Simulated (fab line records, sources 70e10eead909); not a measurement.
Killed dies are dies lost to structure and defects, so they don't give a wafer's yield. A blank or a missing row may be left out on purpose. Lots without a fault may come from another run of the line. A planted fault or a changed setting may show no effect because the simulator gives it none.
Which tool did it? | flow nand_harc | 12 lots, 36 wafers sampled, at 2 steps of a route of 1159

WHAT THE GAUGES READ, wafer by wafer
NHARC_A_CONTACT_CD_MEAS_80.
lot  | measured     | on        | cd_nm (nm)
L075 | day 17 20:37 | cd_sem-02 | 188.6 188.9 189.0
L078 | day 18 15:16 | cd_sem-01 | 189.7 189.2 190.7
L079 | day 19 05:52 | cd_sem-02 | 190.3 190.8 190.4
L081 | day 19 11:08 | cd_sem-02 | 190.1 190.6 190.1
L082 | day 19 16:57 | cd_sem-03 | 189.8 189.1 188.3
L085 | day 21 03:50 | cd_sem-03 | 189.9 190.1 189.3
L091 | day 21 12:28 | cd_sem-02 | 190.5 189.4 189.3
L089 | day 22 04:14 | cd_sem-03 | 189.5 189.5 190.1
L090 | day 22 14:11 | cd_sem-03 | 191.5 191.1 190.6
L094 | day 22 17:06 | cd_sem-03 | 189.1 190.0 191.1
L086 | day 22 20:08 | cd_sem-02 | 189.9 191.0 190.2
L097 | day 23 08:52 | cd_sem-01 | 190.0 189.9 189.5

WHICH TOOL RAN EACH LOT (tool, then ch and the chambers of the sampled wafers, then the start)
lot  | NHARC_A_CONTACT_ETCH_133
L075 | har_cap_etch-03 ch 0, day 17 19:50
L078 | har_cap_etch-01 ch 0,1, day 18 14:26
L079 | har_cap_etch-01 ch 0,1, day 19 04:42
L081 | har_cap_etch-03 ch 0,1, day 19 10:20
L082 | har_cap_etch-02 ch 0,1, day 19 16:08
L085 | har_cap_etch-02 ch 0,1, day 21 03:08
L091 | har_cap_etch-02 ch 0,1, day 21 11:41
L089 | har_cap_etch-01 ch 0,1, day 22 03:27
L090 | har_cap_etch-01 ch 0,1, day 22 13:22
L094 | har_cap_etch-01 ch 0,1, day 22 16:19
L086 | har_cap_etch-03 ch 0,1, day 22 19:06
L097 | har_cap_etch-03 ch 0,1, day 23 08:04
- NHARC_A_CONTACT_ETCH_133: etches the open film in C4F8/O2/Ar, time 195 s, target depth 840 nm.

THE ANSWER, worked out from the rows above alone
Rule: what is usual is taken from the lots themselves. Put in order of their means at a reading, lots are off if they are a third of the lots or fewer, leave a main group of 4 or more, and stand apart from it by a gap of 3 or more times the standard deviation of the main group's means; of several such gaps the widest counts. A main group whose means are all the same, to the digits that the tables above print for the reading, isn't used. A lot without any number at a reading at which 4 lots or more have one is off too. The other lots that the step has rows for count as sound.
No lot is off at any reading shown: from this, nothing can be told.

WHAT THE SIMULATOR HAD PUT IN
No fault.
